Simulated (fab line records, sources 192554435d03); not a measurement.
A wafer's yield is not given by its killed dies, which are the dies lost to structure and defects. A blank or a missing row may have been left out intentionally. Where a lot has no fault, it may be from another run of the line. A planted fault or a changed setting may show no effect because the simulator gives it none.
Chamber matching + flow n5 finfet + N5_BEOL_M2_ALD_84 on ald metal-03: 4 sister chambers
The step deposits TaN, pulse time 2 s, purge time 3 s, co reactant purge time 2 s. 8 wafers are shown with their chamber, then 9 later ones without.

== WAFERS WITH THEIR CHAMBER ==
| wafer  | chamber | heater power w (W) | precursor vessel carrier sccm (sccm) |
|--------|---------|--------------------|--------------------------------------|
| L083.3 | 1       | 417                | 1001.9                               |
| L084.4 | 2       | 476                | 994.3                                |
| L084.6 | 3       | 486                | 998.4                                |
| L086.4 | 2       | 496                | 995.9                                |
| L086.5 | 0       | 382                | 1001.4                               |
| L091.1 | 0       | 378                | 999.9                                |
| L091.4 | 3       | 482                | 993.8                                |
| L091.6 | 1       | 422                | 1000.6                               |

== WAFERS WITH NO CHAMBER GIVEN ==
| wafer  | heater power w (W) | precursor vessel carrier sccm (sccm) |
|--------|--------------------|--------------------------------------|
| L093.1 | 376                | 1001.5                               |
| L093.3 | 474                | 997.1                                |
| L093.5 | 416                | 997.5                                |
| L094.3 | 480                | 999.2                                |
| L094.5 | 414                | 1000.5                               |
| L094.6 | 471                | 998.4                                |
| L096.3 | 407                | 999.5                                |
| L096.4 | 386                | 1002.7                               |
| L096.5 | 410                | 995.5                                |

== THE CHAMBER EACH PASSED THROUGH ==
| wafer  | from the rows above     | in truth |
|--------|-------------------------|----------|
| L093.1 | 0                       | 0        |
| L093.3 | can't be placed: 3 or 2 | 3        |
| L093.5 | 1                       | 1        |
| L094.3 | can't be placed: 3 or 2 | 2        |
| L094.5 | 1                       | 1        |
| L094.6 | can't be placed: 3 or 2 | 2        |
| L096.3 | can't be placed: 1 or 0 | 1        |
| L096.4 | 0                       | 0        |
| L096.5 | can't be placed: 1 or 0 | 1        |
4 of 9 placed correctly. Not placeable from these rows: 5 (in 5, the candidates include the true chamber). Number placed wrongly: 0.
How it was worked out, from the rows above alone: a wafer's distance from a chamber is the root of the sum, over the readings, of the square of ((its reading less the chamber's mean) divided by the reading's scatter). The wafer belongs to the nearest chamber; if the next one is less than 2 further off, it can't be placed. A chamber's mean is the mean of its shown wafers. The scatter is the square root of a quotient: the sum, over the shown wafers, of each reading's squared deviation from its chamber's mean, divided by wafers minus chambers.
